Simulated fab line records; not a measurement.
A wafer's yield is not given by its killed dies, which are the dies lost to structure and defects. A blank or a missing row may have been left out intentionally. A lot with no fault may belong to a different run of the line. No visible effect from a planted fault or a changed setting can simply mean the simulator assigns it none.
Chamber matching + flow n5 finfet + 4 sister chambers for N5_BEOL_M4_STRIP_66 on rie diel-04
The step strips in CF4. 4 wafers are shown with their chamber, then 11 later ones without.

## WAFERS WITH THEIR CHAMBER
| wafer  | chamber | throttle valve pct (%) |
|--------|---------|------------------------|
| L079.5 | 1       | 13.15                  |
| L082.4 | 2       | 13.57                  |
| L084.6 | 0       | 13.55                  |
| L085.1 | 3       | 13.05                  |

## WAFERS WITHOUT THEIR CHAMBER
| wafer  | throttle valve pct (%) |
|--------|------------------------|
| L085.3 | 13.60                  |
| L085.5 | 13.60                  |
| L088.1 | 13.20                  |
| L088.4 | 13.56                  |
| L088.5 | 13.20                  |
| L092.1 | 13.23                  |
| L092.2 | 13.64                  |
| L092.5 | 13.64                  |
| L094.2 | 13.60                  |
| L094.3 | 13.63                  |
| L094.6 | 13.61                  |

## WHICH CHAMBER EACH ONE RAN IN
| wafer  | from the rows above     | in truth |
|--------|-------------------------|----------|
| L085.3 | can't be placed: 2 or 0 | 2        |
| L085.5 | can't be placed: 2 or 0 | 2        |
| L088.1 | can't be placed: 1 or 3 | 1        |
| L088.4 | can't be placed: 0 or 2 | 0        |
| L088.5 | can't be placed: 1 or 3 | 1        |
| L092.1 | can't be placed: 1 or 3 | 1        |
| L092.2 | can't be placed: 2 or 0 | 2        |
| L092.5 | can't be placed: 2 or 0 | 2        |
| L094.2 | can't be placed: 2 or 0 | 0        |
| L094.3 | can't be placed: 2 or 0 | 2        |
| L094.6 | can't be placed: 2 or 0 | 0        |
Placed correctly: 0 of 11. Not placeable from these rows: 11 (in 11, the candidates include the true chamber). Placed wrongly: 0.
How it was worked out, from the rows above alone: a wafer's distance from a chamber is the root of the sum, over the readings, of the square of ((its reading less the chamber's mean) divided by the reading's scatter). If the next closest chamber is less than 2 further off than the closest, the wafer can't be placed; otherwise it belongs to the closest. A chamber's mean is the mean of its shown wafers. The scatter: with one shown wafer a chamber, the root of the mean of the squares of how far each hidden wafer lies from its nearest shown one.
